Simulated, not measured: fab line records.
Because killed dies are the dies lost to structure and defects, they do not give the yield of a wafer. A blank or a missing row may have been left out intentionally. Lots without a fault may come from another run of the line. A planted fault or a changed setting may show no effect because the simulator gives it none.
Chamber matching + flow nandHarc + NHARC_A_STAIRCASE_TRIM_220 on rieDiel-08 has 4 sister chambers
The step chemistry O2, time 211.2 s. 4 wafers are shown with their chamber, then 11 later ones without.

## WAFERS WITH THEIR CHAMBER
| wafer  | chamber | showerheadPlenumPTorr (Torr) |
|--------|---------|------------------------------|
| L083.6 | 2       | 3.71                         |
| L092.5 | 0       | 3.58                         |
| L092.6 | 3       | 3.36                         |
| L092.2 | 1       | 3.42                         |

## WAFERS WHOSE CHAMBER IS MISSING
| wafer  | showerheadPlenumPTorr (Torr) |
|--------|------------------------------|
| L092.3 | 3.58                         |
| L092.4 | 3.69                         |
| L094.1 | 3.69                         |
| L094.2 | 3.58                         |
| L094.6 | 3.42                         |
| L096.2 | 3.58                         |
| L096.5 | 3.42                         |
| L096.6 | 3.69                         |
| L097.3 | 3.58                         |
| L097.4 | 3.42                         |
| L097.6 | 3.35                         |

## THE CHAMBER EACH PASSED THROUGH
| wafer  | from the rows above | in truth |
|--------|---------------------|----------|
| L092.3 | 0                   | 0        |
| L092.4 | 2                   | 2        |
| L094.1 | 2                   | 2        |
| L094.2 | 0                   | 0        |
| L094.6 | 1                   | 1        |
| L096.2 | 0                   | 0        |
| L096.5 | 1                   | 1        |
| L096.6 | 2                   | 2        |
| L097.3 | 0                   | 0        |
| L097.4 | 1                   | 1        |
| L097.6 | 3                   | 3        |
Correct placement for 11 of the 11. Left unplaced by these rows: 0. Placed wrongly: 0.
How it was worked out, from the rows above alone: a wafer's distance from a chamber is the root of the sum, over the readings, of the square of ((its reading less the chamber's mean) divided by the reading's scatter). The wafer belongs to the nearest chamber; if the next one is less than 2 further off, it can't be placed. The mean given for a chamber averages the wafers shown for that chamber. The scatter: root of mean squared gap, hidden wafer to nearest shown wafer, with one shown wafer a chamber.
